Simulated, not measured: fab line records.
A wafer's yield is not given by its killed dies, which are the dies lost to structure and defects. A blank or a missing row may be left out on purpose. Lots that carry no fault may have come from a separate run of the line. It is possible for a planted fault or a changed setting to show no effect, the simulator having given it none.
2 desks, one fault    flow n5 finfet    each desk has only its own numbers; what lay behind them comes last

## THE TOOL OWNER'S DESK: rie si-04
The tool's own readings at N5_FIN_SAQP_MANDREL_ETCH_58 (etches a-Si in HBr/Cl2, stops on SiNx, target depth 45 nm, bt time 10 s, time 27 s): means of the sampled wafers that have a number, for each lot that ran on this tool. A lot is out of limits, marked OUT, if its mean lies more than 4 standard deviations from the usual mean; the brackets give that distance.
Columns: A = drypump motor current A at N5_FIN_SAQP_MANDREL_ETCH_58, usual 5.7 A; B = mfc cl2 sccm at N5_FIN_SAQP_MANDREL_ETCH_58, usual 80.01 sccm; C = oes product au at N5_FIN_SAQP_MANDREL_ETCH_58, usual 0.697 a.u.; D = throttle valve pct at N5_FIN_SAQP_MANDREL_ETCH_58, usual 35.43 %
lot   first seen here  A    B      C      D
L766  day 2 12:17      5.7  80.02  0.720  35.35
L774  day 4 12:46      5.9  79.93  0.696  35.51
L775  day 4 18:35      5.9  80.11  0.710  35.41
L776  day 5 00:30      5.9  79.73  0.695  35.49
L780  day 6 01:15      5.9  79.82  0.696  35.49
L781  day 6 08:17      5.9  80.03  0.692  35.49
This desk's verdict: no lot among the 6 shows anything out of limits.

## THE METROLOGY DESK
What the gauges read, lot by lot, whatever tool the lot ran on: means of the sampled wafers that have a number. A lot is out of limits, marked OUT, if its mean lies more than 4 standard deviations from the usual mean; the brackets give that distance. Of its 11 readings 7 are shown: those that lie furthest out on some lot.
Columns: A = cd nm at N5_FIN_SAQP_CD_MEAS_27, usual 20.33 nm; B = DIBL_N at N5_BEOL_M4_RC_MEAS_101, usual 35.7 mV/V; C = DIBL_P at N5_BEOL_M4_RC_MEAS_101, usual 36.0 mV/V; D = IOFF_N at N5_BEOL_M4_RC_MEAS_101, usual 0.154 nA/um; E = SS_P at N5_BEOL_M4_RC_MEAS_101, usual 73.1 mV/dec; F = VT_N at N5_BEOL_M4_RC_MEAS_101, usual 250 mV; G = VT_P at N5_BEOL_M4_RC_MEAS_101, usual -249 mV
lot   first seen here  A      B     C     D      E     F    G
L766  day 2 12:05      20.37  36.4  36.7  0.160  73.4  247  -252
L774  day 4 12:35      20.30  35.4  36.6  0.154  73.0  250  -248
L775  day 4 18:22      20.66  35.3  36.2  0.160  73.4  247  -249
L776  day 5 00:14      20.54  36.9  36.1  0.157  74.0  250  -254
L778  day 5 11:25      20.32  37.8  38.1  0.181  73.1  247  -247
L780  day 6 00:37      20.40  35.2  36.9  0.162  73.6  247  -247
L781  day 6 08:02      20.47  36.4  36.3  0.179  73.4  247  -246
L786  day 7 12:07      20.02  36.5  34.8  0.144  72.3  249  -247
L787  day 7 18:11      20.44  36.8  35.7  0.160  73.1  249  -252
This desk's verdict: no lot among the 9 shows anything out of limits.

## PUT TOGETHER
Nothing out of limits was seen by the tool owner's desk.
Nothing out of limits was seen by the metrology desk.

## WHAT THE SIMULATOR HAD INSERTED
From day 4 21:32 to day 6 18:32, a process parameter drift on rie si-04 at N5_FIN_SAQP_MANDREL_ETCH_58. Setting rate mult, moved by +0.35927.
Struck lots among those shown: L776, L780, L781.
